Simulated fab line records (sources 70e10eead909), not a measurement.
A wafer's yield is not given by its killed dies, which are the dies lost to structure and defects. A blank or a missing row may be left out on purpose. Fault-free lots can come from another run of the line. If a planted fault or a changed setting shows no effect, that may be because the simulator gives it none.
Struck lot and sound lot, side by side + flow nand_harc + 21 steps out of a route of 1159
Sound: the wafers L729.1, L729.5, L729.6. Wafers L738.3, L738.4, L738.6 were the ones struck. The cause comes at the end.
Per side, at each step with rows, come the tool, then ch with its chambers, and then its first start. Under that, the readings that differ: sound wafers + struck wafers + difference of the means + sigmas: that difference in standard deviations of wafers without a fault.
alike: same words and numbers on both sides, and readings whose means sit less than 2 such deviations apart. not compared: any withheld reading, any reading some wafer has no value for, any bound like >300 that may hide the same value, and any number with overlapping values for which the record gives no deviation.
A row with sigmas, a row that says differs or no value, or rows on one side alone: a step with any of these is where the two part. Non-overlapping numbers with no deviation appear without sigmas and do not part them. A reading missing from all wafers of one side parts the sides only when that side holds two or more wafers.

NHARC_A_BLC_CMP_25: polishes, t overpolish 30 s, target thk 150 nm.
  sound on cmp-01 ch 1,2,3, day 20 00:56; struck on cmp-04 ch 0,2,3, day 23 15:35
  alike: motor_current_A, overpolish_run_s, slurry_filter_dp_kPa, time_to_endpoint_s
after that, 1 step had no rows for these wafers: NHARC_A_BLC_SRD_27.
NHARC_A_BLC_INSPECT_28:
  struck on defect_inspect-01, day 23 15:59; sound on defect_inspect-01, day 20 01:19
  alike: raw_defect_count
then, 8 steps without rows for these wafers: NHARC_A_M0_DEP_00 (deposits SiOC, target thk 150 nm); NHARC_A_M0_DEHYDRATE_01 (time 120 s); NHARC_A_M0_HMDS_02 (time 30 s); NHARC_A_M0_COAT_33 (time 65 s); NHARC_A_M0_COAT_03 (resist thk 90 nm); NHARC_A_M0_SOFTBAKE_04 (time 55 s); NHARC_A_M0_EBR_05; NHARC_A_M0_EXPOSE_06 (exposes mask A M0, target cd 80 nm).
NHARC_A_M0_PEB_07: peb time 65 s.
  sound on litho_track-01 ch 0, day 20 02:12; struck on litho_track-01 ch 0, day 23 16:56
| reading                  | sound                | struck            | difference | sigmas |
|--------------------------|----------------------|-------------------|------------|--------|
| heater_power_total_W (W) | 157.2 156.1 157.1    | 151.9 151.7 151.1 | -5.2       | -13    |
| plate_temp_C (C)         | 100.01 100.13 100.25 | 97.53 97.58 97.59 | -2.56      | -20    |
then, 1 step without rows for these wafers: NHARC_A_M0_DEVELOP_08 (develop time 35 s).
NHARC_A_M0_CD_MEAS_09 targets a cd of 80 nm.
  sound on cd_sem-02 ch 0, day 20 02:16; struck on cd_sem-02 ch 0, day 23 17:01
| reading    | sound          | struck         | difference | sigmas |
|------------|----------------|----------------|------------|--------|
| cd_nm (nm) | 80.5 80.2 80.8 | 69.8 69.8 70.8 | -10.4      | -14    |
NHARC_A_M0_OVL_MEAS_10: pitch 160 nm.
  struck on overlay-01, day 23 17:06; sound on overlay-02, day 20 02:22
| reading           | sound       | struck         | difference | sigmas |
|-------------------|-------------|----------------|------------|--------|
| overlay_y_nm (nm) | 0.7 0.8 0.8 | -1.3 -0.6 -0.4 | -1.5       | -2     |
  alike: overlay_x_nm
NHARC_A_M0_INSPECT_11:
  struck on defect_inspect-02, day 23 17:08; sound on defect_inspect-01, day 20 02:24
  alike: raw_defect_count
NHARC_A_M0_DESCUM_14: chemistry O2, time 3 s.
  sound on rie_diel-10 ch 1,3, day 20 02:28; struck on rie_diel-01 ch 0,1, day 23 17:13
| reading                     | sound             | struck            | difference | sigmas |
|-----------------------------|-------------------|-------------------|------------|--------|
| drypump_motor_current_A (A) | 5.3 5.1 5.3       | 6.4 5.6 6.4       | +0.9       | +2     |
| model.A_M0.cd_nm (nm)       | 80.89 79.67 80.86 | 69.89 70.82 71.03 | -9.89      |        |
  alike: oes_product_au, rf_vpp_V, showerhead_plenum_p_Torr, throttle_valve_pct
  not compared: rf_hours_counter_h
NHARC_A_M0_ETCH_34: etches the open film in N2/H2, target depth 40 nm, overetch 12 nm, time 43.94 s.
  sound on rie_diel-10 ch 1,2, day 20 02:34; struck on rie_diel-01 ch 0,1,3, day 23 17:17
  alike: drypump_motor_current_A, oes_product_au, rf_vpp_V, showerhead_plenum_p_Torr, throttle_valve_pct
  not compared: rf_hours_counter_h
NHARC_A_M0_ETCH_15: etches the open film in C4F8/Ar, target depth 150 nm, overetch 15 nm, time 82.5 s.
  sound on rie_diel-10 ch 1,2; struck on rie_diel-01 ch 0,1,2
| reading               | sound             | struck          | difference | sigmas |
|-----------------------|-------------------|-----------------|------------|--------|
| model.A_M0.cd_nm (nm) | 80.89 79.53 80.89 | 69.4 70.9 71.15 | -10.0      |        |
  alike: oes_product_au, rf_vpp_V
  not compared: rf_hours_counter_h
NHARC_A_M0_CD_MEAS_16:
  struck on cd_sem-03, day 23 17:31; sound on cd_sem-02, day 20 02:48
| reading    | sound          | struck         | difference | sigmas |
|------------|----------------|----------------|------------|--------|
| cd_nm (nm) | 80.9 79.9 80.9 | 69.1 70.9 71.4 | -10.1      | -11    |
NHARC_END_SORT_01:
  the record has rows for the sound wafers here (prober-01 ch 0, day 21 23:33) and none for the struck ones

## WHERE THEY PART
First at NHARC_A_M0_PEB_07; last, within this record, at NHARC_END_SORT_01.

WHY: what the simulator had put in
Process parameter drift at NHARC_A_M0_PEB_07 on litho_track-01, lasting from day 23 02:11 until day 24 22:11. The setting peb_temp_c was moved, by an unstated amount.
